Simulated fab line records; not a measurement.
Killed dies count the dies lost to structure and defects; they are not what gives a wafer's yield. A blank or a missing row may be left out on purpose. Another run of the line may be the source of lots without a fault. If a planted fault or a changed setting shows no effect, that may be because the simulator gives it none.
Split-lot study -- flow n5Finfet -- 21 wafers read from 7 lots, route of 1938 steps

== ABOUT THE SPLIT ==
At N5_BEOL_M13_COAT_58 (time 60 s, resist thk 89 nm), the setting spinRpm was moved away from the recipe's 1500 rpm on 8 of the 21 wafers read, by -8.9% to +4.6%. For the rest of the wafers, this setting stayed at what the recipe calls for.

== FROM THE SPLIT TO THE READING: what the file shows between them, 4 steps ==
- N5_BEOL_M13_COAT_04: resist thk 400 nm (also split here: spinRpm)
- N5_BEOL_M13_EBR_06
- N5_BEOL_M13_SOFTBAKE_05: time 60 s
- N5_BEOL_M13_DESCUM_15: chemistry O2, time 7.9 s

== THE READING ==
etch.depthNm (the simulator's own value, which no gauge read), in nm, at N5_BEOL_M13_ETCH_59 (etches BARC in N2/H2, target depth 89 nm, overetch 26.7 nm, time 67.9 s). No usual value for it is given in the file. Across the 13 wafers here that went through the recipe, the average is 89.10 nm and the standard deviation 0.2 nm.

wafer,"tool, chamber at the split","spinRpm as run, rpm",against the recipe,"etch.depthNm, nm",against lot-mates on the recipe
L076.1,"lithoTrack-05, 0",1500,recipe,88.9,-
L076.2,"lithoTrack-05, 0",1456,-2.9%,90.24,+1.34
L076.5,"lithoTrack-05, 0",1456,-2.9%,90.54,+1.64
L080.3,"lithoTrack-03, 0",1500,recipe,89.23,-
L080.5,"lithoTrack-03, 0",1500,recipe,89.26,-
L080.6,"lithoTrack-03, 0",1500,recipe,89.38,-
L088.2,"lithoTrack-02, 0",1435,-4.3%,91.13,+2.14
L088.5,"lithoTrack-02, 0",1500,recipe,88.84,-
L088.6,"lithoTrack-02, 0",1500,recipe,89.14,-
L089.2,"lithoTrack-02, 0",1500,recipe,89.24,-
L089.5,"lithoTrack-02, 0",1500,recipe,89.23,-
L089.6,"lithoTrack-02, 0",1500,recipe,89.42,-
L092.1,"lithoTrack-02, 0",1366,-8.9%,93.33,+4.41
L092.3,"lithoTrack-02, 0",1500,recipe,88.92,-
L092.4,"lithoTrack-02, 0",1366,-8.9%,93.65,+4.73
L095.1,"lithoTrack-05, 0",1396,-6.9%,92.23,+3.36
L095.4,"lithoTrack-05, 0",1500,recipe,88.89,-
L095.6,"lithoTrack-05, 0",1500,recipe,88.85,-
L097.2,"lithoTrack-03, 0",1569,+4.6%,87.07,-1.97
L097.3,"lithoTrack-03, 0",1500,recipe,89.04,-
L097.6,"lithoTrack-03, 0",1569,+4.6%,86.88,-2.16

THE FIT
A straight line over all 21 wafers: etch.depthNm changes by -0.476 nm for each +1% of spinRpm; r = -0.99; the points scatter about the line by 0.2 nm.
The same after taking each lot's own level away (the mean of its wafers on the recipe; 21 wafers): -0.493 nm for each +1%; r = -1.00; scatter 0.13 nm.
The reading moves by 4.4 nm for the largest change in spinRpm, on that fit.
Across the lots, their own levels run from 88.870 to 89.297 nm, a range of 2.2 times the standard deviation given above.
The two slopes agree, so the slope changes little with the lot-to-lot level.
Check: with one of the wafers moved furthest among these (-8.9%) left out of the fit, the line predicts +4.45 nm for it against its lot-mates. Against them it came out at +4.41 nm.

== THESE WAFERS: OTHER SPLITS ==
Before the reading, these wafers also passed through other splits. Each is held against what the fit with the lots' levels taken away leaves over:
other split on the same wafers,wafers away from the commonest value,r with etch.depthNm (lot level and that fit taken away)
N5_BEOL_M10_COAT_60 spinRpm,4,-0.05
N5_BEOL_M10_COAT_05 spinRpm,8,+0.25
N5_BEOL_M11_ILD_DEP_00 timeS,8,-0.26
N5_BEOL_M11_EXPOSE_25 doseMj,5,+0.14
N5_BEOL_M11_VIA_ETCH_34 sourceW,8,+0.10
N5_BEOL_M13_COAT_04 spinRpm,3,-0.10

== THE WHOLE CHAIN: every reading that the file lists as answering this split, in the file's order ==
step,what it does,reading,change (the file's fit),r (the file's)
N5_BEOL_M13_COAT_58,"time 60 s, resist thk 89 nm","BARC_of_BEOL_M13_COAT_58.thkNm (the simulator's own value, which no gauge read)",-0.497 nm for each +1% of the setting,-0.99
N5_BEOL_M13_ETCH_59,"etches BARC in N2/H2, target depth 89 nm, overetch 26.7 nm, time 67.9 s","etch.depthNm (the simulator's own value, which no gauge read)",-0.494 nm for each +1% of the setting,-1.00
N5_BEOL_M13_STRIP_64,strips in N2/H2,stripTimeToEndpointS,withheld for each +1% of the setting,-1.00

== FILE'S OWN FIT ==
etch.depthNm changes by -0.494 nm for each +1% of spinRpm, r = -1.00.
